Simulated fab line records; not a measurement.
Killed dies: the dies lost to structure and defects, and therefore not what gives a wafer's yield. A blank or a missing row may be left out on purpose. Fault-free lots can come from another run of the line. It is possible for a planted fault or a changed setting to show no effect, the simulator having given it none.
fab line records	flow n5Finfet
[record] lots = 7	wafers = 21
route steps=1938 shown BEOL_M6@1200 BEOL_M7@1270 BEOL_M8@1342
startH: start of the lot's first displayed wafer, in hours after the record's first day	waitH: hours since the lot's step before	" same as the row above	L1.1+2: a single row standing in for several wafers	- value missing, or start not given	* or withheld: withheld	< > ~ a bound
route shown NAME@n: NAME is a module with steps in the file, n the number in the route of the first one	usual: average and standard deviation across the fault-free wafers	same: alike in all rows	chamber/n: place in a boat	sites: per-site readings	_std_site: how widely they spread, as a standard deviation	_edge_site: outer sites' mean less inner sites'	radiusMm: how far each site lies from the wafer's centre	mask NAME#n: copy n	behind: tool/chamber where the wafer was last shaped	hold: the reason the lot was held/the length of the hold in hours/how it ended	device: transistor that didn't switch, given as n, p or np	end of line: the route-end tests of the same wafers	a step without rows: its recipe alone	killed: at the first sort, the dies lost to defects and structure; wafer yield is something else	map: per-die view of a wafer (x killed, . not killed, _ where there is no die)
set.NAME: the setting that was run; set.NAME@STEP: the one run at that earlier step	model.NAME: the simulator's own value behind a step, which no gauge read
lots with deliberately changed settings; one table per step, one row per wafer
[[steps]]
[step N5_BEOL_M6_COAT_60]
[recipe] resist = SiARC	tempC = 220	timeS = 60	spinRpm = 1500	resistThkNm = 35
lot.wafer	tool	chamber	startH	waitH	set.spinRpm	model.SiARC_of_BEOL_M6_COAT_60.thkNm
L076.2	lithoTrack-02	0	-	-	1342	37
L076.3	"	0	"	"	1500	35.2
L076.4	"	0	"	"	1500	35
L081.2+4+5	lithoTrack-04	0	-	-	1500	35
L080.1+4+6	lithoTrack-02	0	-	-	1500	35.2
L082.1	lithoTrack-04	0	-	-	1500	35
L082.2+6	"	0	"	"	1500	34.8
L088.2+5+6	lithoTrack-04	0	-	-	1500	35
L095.2+3+4	lithoTrack-02	0	-	-	1500	35
L097.2	lithoTrack-04	0	-	-	1500	35
L097.4+5	"	0	"	"	1343	37
[step N5_BEOL_M6_COAT_05]
[recipe] resist = CAR-ArF	spinRpm = 1500	resistThkNm = 90
[step N5_BEOL_M6_EBR_07]
[recipe] solvent = PGMEA	ebrWidthMm = 1.5
[step N5_BEOL_M6_DESCUM_16]
[recipe] chemistry = O2	timeS = 7.9	sourcePowerW = 50	biasPowerW = 20	pressureMtorr = 20	rfFrequencyHz = 2.712e+07	tempC = 40	resist = CAR-ArF	o2FlowSccm = 225
[step N5_BEOL_M6_ETCH_61]
[recipe] chemistry = CF4	target = SiARC	targetDepthA = 455	maskMaterial = CAR-ArF	timeS = 75.8	ionEnergyEv = 80	pressureMtorr = 40	sourceW = 545	biasW = 36	Ar_flow_sccm = 100	cf4FlowSccm = 100	ends = cleared
lot.wafer	tool	chamber	startH	waitH	set.spinRpm@BEOL_M6_COAT_60	model.etch.depthNm	model.CAR-ArF_of_BEOL_M6_COAT_05.thkNm
L076.2	rieDiel-04	2	200.05	0.0	1342	36.91	49
L076.3	"	1	"	"	1500	35.12	50.4
L076.4	"	0	"	"	1500	35.06	50.6
L081.2+5	rieDiel-04	0,2	216.92	0.0	1500	35.04	50.8
L081.4	"	3	"	"	1500	35.03	51
L080.1	rieDiel-04	2	219.72	0.0	1500	35.19	51.2
L080.4	"	0	"	"	1500	35.2	51.2
L080.6	"	3	"	"	1500	35.23	51
L082.1	rieDiel-06	1	225.28	0.0	1500	34.9	50.6
L082.2	"	3	"	"	1500	34.81	50.4
L082.6	"	3	"	"	1500	34.88	50.2
L088.2	rieDiel-06	2	282.78	0.0	1500	35.06	50.4
L088.5	"	0	"	"	1500	35.04	50.8
L088.6	"	1	"	"	1500	35.05	50.6
L095.2	rieDiel-06	0	325.88	0.0	1500	34.93	51
L095.3	"	1	"	"	1500	34.91	50.6
L095.4	"	3	"	"	1500	34.94	50.8
L097.2	rieDiel-06	0	328.57	0.0	1500	35.03	51
L097.4	"	3	"	"	1343	37.03	49.2
L097.5	"	3	"	"	1343	36.98	49.2
[step N5_BEOL_M6_ETCH_62]
[recipe] chemistry = N2/H2	target = SOC	targetDepthA = 1100	overetchA = 220	maskMaterial = SiARC	tempC = 40	timeS = 165	ionEnergyEv = 200	pressureMtorr = 30	sourceW = 840	biasW = 150	n2FlowSccm = 200	h2FlowSccm = 200
lot.wafer	tool	chamber	startH	waitH	set.spinRpm@BEOL_M6_COAT_60	model.SiARC_of_BEOL_M6_COAT_60.thkNm
L076.2	rieDiel-04	2	200.11	0.0	1342	30.4
L076.3	"	1	"	"	1500	28.6
L076.4	"	0	"	"	1500	28.4
L081.2	rieDiel-04	0	216.97	0.0	1500	28.4
L081.4	"	3	"	"	1500	28.2
L081.5	"	2	"	"	1500	28.6
L080.1	rieDiel-04	2	219.78	0.0	1500	28.8
L080.4	"	0	"	"	1500	28.6
L080.6	"	3	"	"	1500	28.2
L082.1	rieDiel-06	1	225.34	0.0	1500	28.2
L082.2+6	"	3	"	"	1500	28
L088.2	rieDiel-06	2	282.84	0.0	1500	28.2
L088.5+6	"	0,1	"	"	1500	28.4
L095.2	rieDiel-06	0	325.93	0.0	1500	28.4
L095.3	"	1	"	"	1500	28.2
L095.4	"	3	"	"	1500	28
L097.2	rieDiel-06	0	328.62	0.0	1500	28.4
L097.4+5	"	3	"	"	1343	30.2
[step N5_BEOL_M6_ETCH_41]
[recipe] chemistry = CH3F/O2	target = SiCN	targetDepthA = 297	taperDeg = 2	timeS = 52	ionEnergyEv = 120	maskMaterial = TiN	pressureMtorr = 30	sourceW = 395	biasW = 75	Ar_flow_sccm = 150	CH3F_flow_sccm = 30	O2_flow_sccm = 20
lot.wafer	tool	chamber	startH	waitH	set.timeS	model.etch.depthNm
L076.2	rieDiel-04	3	-	-	56.68	21.58
L076.3	"	1	"	"	56.68	21.31
L076.4	"	0	"	"	52	19.62
L081.2	rieDiel-04	1	-	-	56.36	21.57
L081.4	"	0	"	"	52	19.6
L081.5	"	1	"	"	52	19.82
L080.1	rieDiel-05	2	-	-	59.18	22.69
L080.4	"	3	"	"	52	20.18
L080.6	"	2	"	"	59.18	22.83
L082.1	rieDiel-04	2	-	-	57.83	21.1
L082.2	"	3	"	"	52	19.9
L082.6	"	0	"	"	52	19.75
L088.2	rieDiel-05	1	-	-	52	19.87
L088.5	"	1	"	"	52	19.94
L088.6	"	0	"	"	52	19.42
L095.2	rieDiel-05	0	-	-	52	19.67
L095.3	"	1	"	"	52	19.94
L095.4	"	3	"	"	52	20.67
L097.2	rieDiel-06	3	-	-	52	20.18
L097.4	"	1	"	"	40.51	15.43
L097.5	"	0	"	"	52	19.56
[step N5_BEOL_M7_COAT_05]
[recipe] resist = CAR-ArF	spinRpm = 1500	resistThkNm = 90
lot.wafer	tool	chamber	startH	waitH	set.spinRpm	model.CAR-ArF_of_BEOL_M7_COAT_05.thkNm
L076.2	lithoTrack-05	0	-	-	1421	92.6
L076.3	"	0	"	"	1421	92.4
L076.4	"	0	"	"	1500	90.2
L081.2	lithoTrack-03	0	-	-	1638	86
L081.4	"	0	"	"	1638	86.2
L081.5	"	0	"	"	1500	90
L080.1	lithoTrack-05	0	-	-	1500	90.2
L080.4	"	0	"	"	1500	90
L080.6	"	0	"	"	1390	93.4
L082.1	lithoTrack-05	0	-	-	1587	87.6
L082.2	"	0	"	"	1500	90
L082.6	"	0	"	"	1587	87.8
L088.2	lithoTrack-05	0	-	-	1500	90.4
L088.5+6	"	0	"	"	1600	87.6
L095.2+4	lithoTrack-01	0	-	-	1500	90.4
L095.3	"	0	"	"	1500	90.6
L097.2	lithoTrack-05	0	-	-	1401	93
L097.4	"	0	"	"	1500	90
L097.5	"	0	"	"	1401	93.4
[step N5_BEOL_M7_EXPOSE_08]
[recipe] maskId = M7	na = 1.35	sourceShape = dipole	sigmaInner = 0.817	sigmaOuter = 0.97	polarization = te	doseMj = 68.25
lot.wafer	tool	chamber	startH	waitH	mask	set.doseMj
L076.2	arfiScanner-01	0	210.14	-	M7#0	68.25
L076.3+4	"	0	"	"	M7#0	69.98
L081.2	arfiScanner-02	0	222.44	-	M7#0	68.25
L081.4+5	"	0	"	"	M7#0	65.92
L080.1+6	arfiScanner-03	0	225.92	-	M7#0	68.25
L080.4	"	0	"	"	M7#0	63.57
L082.1	arfiScanner-03	0	232.02	-	M7#0	68.25
L082.2+6	"	0	"	"	M7#0	66.33
L088.2	arfiScanner-01	0	290.90	-	M7#0	68.25
L088.5+6	"	0	"	"	M7#0	70.97
L095.2+3+4	arfiScanner-03	0	332.26	-	M7#0	68.25
L097.2+5	arfiScanner-02	0	335.51	-	M7#0	68.25
L097.4	"	0	"	"	M7#0	72.28
[step N5_BEOL_M7_PEB_09]
[recipe] pebTempC = withheld	pebTimeS = 60	resist = CAR-ArF
[step N5_BEOL_M7_DEVELOP_10]
[recipe] developTimeS = 30	developer = TMAH	resist = CAR-ArF	rinseLiquid = diw	dry = airSpin	devTempC = 23
[step N5_BEOL_M7_CD_MEAS_11]
[recipe] targetCdNm = 38.5	landingEnergyEv = 500	detector = seInlens	polarity = opening
[usual] cdNm = 38.5/0.47
lot.wafer	tool	chamber	startH	waitH	set.doseMj@BEOL_M7_EXPOSE_08	cdNm
L076.2	cdSem-02	0	210.26	-	68.25	38.2
L076.3	"	0	"	"	69.98	39.2
L076.4	"	0	"	"	69.98	39.0
L081.2	cdSem-02	0	222.56	-	68.25	39.2
L081.4	"	0	"	"	65.92	37.1
L081.5	"	0	"	"	65.92	36.9
L080.1	cdSem-02	0	226.04	-	68.25	39.1
L080.4	"	0	"	"	63.57	35.6
L080.6	"	0	"	"	68.25	38.2
L082.1	cdSem-02	0	232.15	-	68.25	38.3
L082.2	"	0	"	"	66.33	36.9
L082.6	"	0	"	"	66.33	37.4
L088.2	cdSem-03	0	291.02	-	68.25	39.0
L088.5	"	0	"	"	70.97	40.9
L088.6	"	0	"	"	70.97	40.2
L095.2	cdSem-03	0	332.38	-	68.25	38.5
L095.3	"	0	"	"	68.25	37.8
L095.4	"	0	"	"	68.25	38.6
L097.2	cdSem-02	0	335.64	-	68.25	38.2
L097.4	"	0	"	"	72.28	41.8
L097.5	"	0	"	"	68.25	38.1
[step N5_BEOL_M7_DESCUM_16]
[recipe] chemistry = O2	timeS = 7.9	sourcePowerW = 50	biasPowerW = 20	pressureMtorr = 20	rfFrequencyHz = 2.712e+07	tempC = 40	resist = CAR-ArF	o2FlowSccm = 225
[step N5_BEOL_M7_ETCH_61]
[recipe] chemistry = CF4	target = SiARC	targetDepthA = 455	maskMaterial = CAR-ArF	timeS = 75.8	ionEnergyEv = 80	pressureMtorr = 40	sourceW = 545	biasW = 36	Ar_flow_sccm = 100	cf4FlowSccm = 100	ends = cleared
lot.wafer	tool	chamber	startH	waitH	set.doseMj@BEOL_M7_EXPOSE_08	model.BEOL_M7.cdOffsetNm
L076.2	rieDiel-01	0	210.67	0.0	68.25	-0.2
L076.3	"	3	"	"	69.98	0.8
L076.4	"	2	"	"	69.98	0.4
L081.2	rieDiel-02	0	222.68	0.0	68.25	0.2
L081.4	"	2	"	"	65.92	-1.2
L081.5	"	3	"	"	65.92	-1.8
L080.1	rieDiel-03	3	226.17	0.0	68.25	0.4
L080.4	"	0	"	"	63.57	-3.2
L080.6	"	0	"	"	68.25	-0.4
L082.1	rieDiel-01	3	232.27	0.0	68.25	0
L082.2	"	2	"	"	66.33	-1.6
L082.6	"	0	"	"	66.33	-1
L088.2	rieDiel-03	0	291.14	0.0	68.25	0.4
L088.5	"	3	"	"	70.97	2.6
L088.6	"	2	"	"	70.97	2
L095.2+4	rieDiel-02	1,3	332.52	0.0	68.25	0
L095.3	"	2	"	"	68.25	-0.4
L097.2+5	rieDiel-01	2,0	335.76	0.0	68.25	-0.6
L097.4	"	1	"	"	72.28	3
[step N5_BEOL_M7_ETCH_62]
[recipe] chemistry = N2/H2	target = SOC	targetDepthA = 1100	overetchA = 220	maskMaterial = SiARC	tempC = 40	timeS = 165	ionEnergyEv = 200	pressureMtorr = 30	sourceW = 840	biasW = 150	n2FlowSccm = 200	h2FlowSccm = 200
lot.wafer	tool	chamber	startH	waitH	set.doseMj@BEOL_M7_EXPOSE_08	model.BEOL_M7.cdOffsetNm
L076.2	rieDiel-01	0	210.72	0.0	68.25	-0.4
L076.3	"	3	"	"	69.98	0.8
L076.4	"	2	"	"	69.98	0.4
L081.2	rieDiel-02	0	222.74	0.0	68.25	0
L081.4	"	2	"	"	65.92	-1.4
L081.5	"	3	"	"	65.92	-1.8
L080.1	rieDiel-03	3	226.22	0.0	68.25	0.2
L080.4	"	0	"	"	63.57	-3.2
L080.6	"	0	"	"	68.25	-0.4
L082.1	rieDiel-01	3	232.33	0.0	68.25	0.2
L082.2	"	2	"	"	66.33	-1.6
L082.6	"	0	"	"	66.33	-1.2
L088.2	rieDiel-03	0	291.20	0.0	68.25	0.4
L088.5	"	3	"	"	70.97	2
L088.6	"	2	"	"	70.97	1.8
L095.2	rieDiel-02	1	332.57	0.0	68.25	0
L095.3	"	2	"	"	68.25	-0.4
L095.4	"	3	"	"	68.25	0.2
L097.2	rieDiel-01	2	335.81	0.0	68.25	-0.6
L097.4	"	1	"	"	72.28	2.8
L097.5	"	0	"	"	68.25	-1
[step N5_BEOL_M7_STRIP_68]
[recipe] chemistry = N2/H2	tempC = 40	n2FlowSccm = 200	h2FlowSccm = 200	rfFrequencyHz = 6e+07
[step N5_BEOL_M7_STRIP_67]
[recipe] chemistry = CF4	resist = SiARC	powerW = 300	biasPowerW = 75	pressureMtorr = 50	cf4FlowSccm = 150	rfFrequencyHz = 6e+07
[step N5_BEOL_M7_HM_OPEN_17]
[recipe] chemistry = Cl2/BCl3	targetDepthA = 200	overetchA = 60	target = TiN	maskMaterial = SOC	ionEnergyEv = 150	pressureMtorr = 10	icpW = 1000	biasW = 126	Cl2_flow_sccm = 53.25	bcl3FlowSccm = 21.75	Ar_flow_sccm = 25
[step N5_BEOL_M7_STRIP_19]
[recipe] chemistry = O2	powerW = 400	tempC = 40	pressureMtorr = 30	rfFrequencyHz = 6e+07	biasPowerW = 0	overashFraction = 0.2	o2FlowSccm = 225
[step N5_BEOL_M7_CD_MEAS_18]
[recipe] pitchNm = 80	targetCdNm = 40
[usual] cdNm = 39.9/0.47
lot.wafer	tool	chamber	startH	waitH	set.doseMj@BEOL_M7_EXPOSE_08	cdNm
L076.2	cdSem-01	-	211.09	0.1	68.25	39.4
L076.3	"	-	"	"	69.98	41.0
L076.4	"	-	"	"	69.98	40.2
L081.2	cdSem-02	-	223.18	0.1	68.25	40.3
L081.4	"	-	"	"	65.92	38.8
L081.5	"	-	"	"	65.92	38.6
L080.1	cdSem-02	-	226.59	0.0	68.25	40.3
L080.4	"	-	"	"	63.57	36.8
L080.6	"	-	"	"	68.25	39.6
L082.1	cdSem-03	-	232.96	0.0	68.25	40.4
L082.2	"	-	"	"	66.33	38.7
L082.6	"	-	"	"	66.33	38.6
L088.2	cdSem-01	-	291.57	0.1	68.25	40.4
L088.5	"	-	"	"	70.97	42.2
L088.6	"	-	"	"	70.97	42.1
L095.2	cdSem-03	-	332.94	0.1	68.25	40.0
L095.3	"	-	"	"	68.25	40.0
L095.4	"	-	"	"	68.25	40.2
L097.2	cdSem-02	-	336.18	0.1	68.25	39.5
L097.4	"	-	"	"	72.28	43.0
L097.5	"	-	"	"	68.25	39.3
[step N5_BEOL_M7_COAT_63]
[recipe] resist = SOC	tempC = 250	timeS = 60	spinRpm = 1500	resistThkNm = 60
[step N5_BEOL_M7_COAT_64]
[recipe] resist = SiARC	tempC = 220	timeS = 60	spinRpm = 1500	resistThkNm = 12
[step N5_BEOL_M7_PRECLEAN_42]
[recipe] chemistry = residueRemover	timeS = 60	tempC = 40
[step N5_BEOL_M7_SRD_43]
[recipe] timeS = 30	tempC = 23	rinseLiquid = diw	dry = ipaMarangoni
[step N5_BEOL_M7_CD_MEAS_35]
[recipe] targetCdNm = 40	polarity = opening
[usual] cdNm = 39.9/0.5
lot.wafer	tool	chamber	startH	waitH	set.doseMj@BEOL_M7_EXPOSE_08	cdNm
L076.2	cdSem-03	-	216.72	0.0	68.25	39.2
L076.3	"	-	"	"	69.98	40.6
L076.4	"	-	"	"	69.98	40.6
L081.2	cdSem-03	-	224.28	0.0	68.25	40.3
L081.4	"	-	"	"	65.92	38.4
L081.5	"	-	"	"	65.92	39.0
L080.1	cdSem-01	-	228.09	0.0	68.25	40.4
L080.4	"	-	"	"	63.57	36.5
L080.6	"	-	"	"	68.25	39.5
L082.1	cdSem-01	-	234.67	0.0	68.25	40.0
L082.2	"	-	"	"	66.33	38.5
L082.6	"	-	"	"	66.33	38.9
L088.2	cdSem-02	-	292.76	0.0	68.25	40.4
L088.5	"	-	"	"	70.97	41.9
L088.6	"	-	"	"	70.97	41.9
L095.2	cdSem-02	-	335.43	0.0	68.25	40.1
L095.3	"	-	"	"	68.25	39.5
L095.4	"	-	"	"	68.25	40.2
L097.2	cdSem-01	-	337.89	0.0	68.25	39.3
L097.4	"	-	"	"	72.28	42.6
L097.5	"	-	"	"	68.25	38.8
[step N5_BEOL_M8_EXPOSE_08]
[recipe] maskId = M8	na = 1.35	sourceShape = dipole	sigmaInner = 0.817	sigmaOuter = 0.97	polarization = te	doseMj = 68.25
lot.wafer	tool	chamber	startH	waitH	mask	set.doseMj
L076.2+4	arfiScanner-01	0	222.29	-	M8#0	68.25
L076.3	"	0	"	"	M8#0	72.59
L081.2+5	arfiScanner-03	0	230.89	-	M8#0	68.25
L081.4	"	0	"	"	M8#0	66.39
L080.1+4+6	arfiScanner-01	0	232.09	-	M8#0	70.25
L082.1+2	arfiScanner-02	0	241.26	-	M8#0	68.25
L082.6	"	0	"	"	M8#0	63.2
L088.2+5+6	arfiScanner-02	0	300.62	-	M8#0	68.25
L095.2+3+4	arfiScanner-02	0	343.58	-	M8#0	68.25
L097.2	arfiScanner-01	0	344.08	-	M8#0	68.25
L097.4+5	"	0	"	"	M8#0	73.35
[step N5_BEOL_M8_PEB_09]
[recipe] pebTempC = withheld	pebTimeS = 60	resist = CAR-ArF
[step N5_BEOL_M8_DEVELOP_10]
[recipe] developTimeS = 30	developer = TMAH	resist = CAR-ArF	rinseLiquid = diw	dry = airSpin	devTempC = 23
[step N5_BEOL_M8_CD_MEAS_11]
[recipe] targetCdNm = 38.5	landingEnergyEv = 500	detector = seInlens	polarity = opening
[usual] cdNm = 38.2/0.49
lot.wafer	tool	chamber	startH	waitH	set.doseMj@BEOL_M8_EXPOSE_08	cdNm
L076.2	cdSem-02	0	222.41	-	68.25	38.8
L076.3	"	0	"	"	72.59	42.2
L076.4	"	0	"	"	68.25	38.0
L081.2	cdSem-02	0	231.01	-	68.25	38.3
L081.4	"	0	"	"	66.39	37.0
L081.5	"	0	"	"	68.25	38.4
L080.1	cdSem-01	0	232.21	-	70.25	39.9
L080.4	"	0	"	"	70.25	39.2
L080.6	"	0	"	"	70.25	40.1
L082.1	cdSem-01	0	241.38	-	68.25	39.1
L082.2	"	0	"	"	68.25	38.8
L082.6	"	0	"	"	63.2	34.6
L088.2	cdSem-02	0	300.74	-	68.25	38.0
L088.5	"	0	"	"	68.25	37.7
L088.6	"	0	"	"	68.25	38.0
L095.2	cdSem-02	0	343.70	-	68.25	37.9
L095.3	"	0	"	"	68.25	38.3
L095.4	"	0	"	"	68.25	38.5
L097.2	cdSem-01	0	344.20	-	68.25	38.5
L097.4	"	0	"	"	73.35	41.8
L097.5	"	0	"	"	73.35	41.1
[[key]]
[split] step = N5_BEOL_M6_COAT_60	setting = spinRpm	stated = 1500	by = wafer
[response] step = N5_BEOL_M6_COAT_60	reading = model.SiARC_of_BEOL_M6_COAT_60.thkNm	change = -0.186	per = 1%	r = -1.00
[response] step = N5_BEOL_M6_ETCH_61	reading = model.etch.depthNm	change = -0.181	per = 1%	r = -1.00
[response] step = N5_BEOL_M6_ETCH_61	reading = model.CAR-ArF_of_BEOL_M6_COAT_05.thkNm	change = +0.157	per = 1%	r = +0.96
[response] step = N5_BEOL_M6_ETCH_62	reading = model.SiARC_of_BEOL_M6_COAT_60.thkNm	change = -0.176	per = 1%	r = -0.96
[split] step = N5_BEOL_M6_ETCH_41	setting = timeS	stated = 52	by = wafer
[response] step = N5_BEOL_M6_ETCH_41	reading = model.etch.depthNm	change = +0.188	per = 1%	r = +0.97
[split] step = N5_BEOL_M7_COAT_05	setting = spinRpm	stated = 1500	by = wafer
[response] step = N5_BEOL_M7_COAT_05	reading = model.CAR-ArF_of_BEOL_M7_COAT_05.thkNm	change = -0.435	per = 1%	r = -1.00
[split] step = N5_BEOL_M7_EXPOSE_08	setting = doseMj	stated = 68.25	by = wafer
[response] step = N5_BEOL_M7_CD_MEAS_11	reading = cdNm	change = +0.496	per = 1%	r = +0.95
[response] step = N5_BEOL_M7_ETCH_61	reading = model.BEOL_M7.cdOffsetNm	change = +0.503	per = 1%	r = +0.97
[response] step = N5_BEOL_M7_ETCH_62	reading = model.BEOL_M7.cdOffsetNm	change = +0.493	per = 1%	r = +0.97
[response] step = N5_BEOL_M7_CD_MEAS_18	reading = cdNm	change = +0.511	per = 1%	r = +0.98
[response] step = N5_BEOL_M7_CD_MEAS_35	reading = cdNm	change = +0.513	per = 1%	r = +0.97
[split] step = N5_BEOL_M8_EXPOSE_08	setting = doseMj	stated = 68.25	by = wafer
[response] step = N5_BEOL_M8_CD_MEAS_11	reading = cdNm	change = +0.519	per = 1%	r = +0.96
